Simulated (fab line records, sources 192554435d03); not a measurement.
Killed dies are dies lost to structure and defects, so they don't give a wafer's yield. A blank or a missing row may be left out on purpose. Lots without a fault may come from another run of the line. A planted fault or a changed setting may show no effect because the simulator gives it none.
Which tool did it? | flow n5_finfet | 24 lots, 72 wafers sampled, at 1 step of a route of 1938

WHAT THE GAUGES READ, wafer by wafer
N5_BEOL_M13_CD_MEAS_17: target cd 190 nm.
lot  | measured     | on        | cd_nm (nm)
L074 | day 10 17:16 | cd_sem-03 | 189.0 190.4 189.6
L075 | day 10 23:58 | cd_sem-02 | 189.2 189.8 189.6
L076 | day 11 08:05 | cd_sem-01 | 187.0 189.1 189.6
L078 | day 11 19:35 | cd_sem-01 | 187.6 188.9 188.6
L077 | day 11 23:07 | cd_sem-01 | 188.6 189.8 190.5
L080 | day 12 07:45 | cd_sem-02 | 187.3 188.9 188.5
L079 | day 12 13:16 | cd_sem-02 | 187.2 186.4 186.2
L081 | day 12 17:08 | cd_sem-03 | 188.5 189.7 189.3
L082 | day 13 08:49 | cd_sem-03 | 185.4 187.2 188.3
L083 | day 13 09:13 | cd_sem-01 | 191.9 191.0 192.1
L084 | day 13 23:09 | cd_sem-02 | 191.9 192.4 192.1
L086 | day 13 23:30 | cd_sem-03 | 191.3 191.2 194.0
L087 | day 14 01:05 | cd_sem-02 | 192.2 195.4 190.8
L085 | day 14 04:31 | cd_sem-02 | 188.4 189.2 189.1
L088 | day 14 13:54 | cd_sem-03 | 191.7 190.1 190.1
L090 | day 15 04:32 | cd_sem-02 | 187.2 187.6 186.2
L089 | day 15 05:07 | cd_sem-03 | 188.8 186.6 190.2
L091 | day 15 05:27 | cd_sem-02 | 188.4 187.1 184.3
L092 | day 15 17:39 | cd_sem-01 | 191.1 190.5 191.9
L093 | day 16 11:57 | cd_sem-02 | 193.5 194.4 192.6
L095 | day 16 13:17 | cd_sem-02 | 191.2 193.8 192.6
L094 | day 16 16:40 | cd_sem-03 | 194.1 194.4 195.9
L097 | day 16 17:14 | cd_sem-02 | 191.3 193.6 193.4
L096 | day 17 03:05 | cd_sem-02 | 191.5 191.7 190.4

WHICH TOOL RAN EACH LOT (tool, then ch and the chambers of the sampled wafers, then the start)
The record holds no process step before these readings.

WHAT THE TOOLS THEMSELVES READ (means of the sampled wafers that have a number; where no wafer has one, the mark that the record gives instead)
The record holds no such reading with a usual standard deviation.

THE ANSWER, worked out from the rows above alone
Rule: what is usual is taken from the lots themselves. Put in order of their means at a reading, lots are off if they are a third of the lots or fewer, leave a main group of 4 or more, and stand apart from it by a gap of 3 or more times the standard deviation of the main group's means; of several such gaps the widest counts. A main group whose means are all the same, to the digits that the tables above print for the reading, isn't used. A lot without any number at a reading at which 4 lots or more have one is off too. The other lots that the step has rows for count as sound. The gauges are gone through in route order, then the tools' own readings, and for those a lot's mean is taken as printed above. The first step at which some lot is off is used, and at that step the reading that is off furthest; a lot without a number counts as furthest.
No lot is off at any reading shown: from this, nothing can be told.

WHAT THE SIMULATOR HAD PUT IN
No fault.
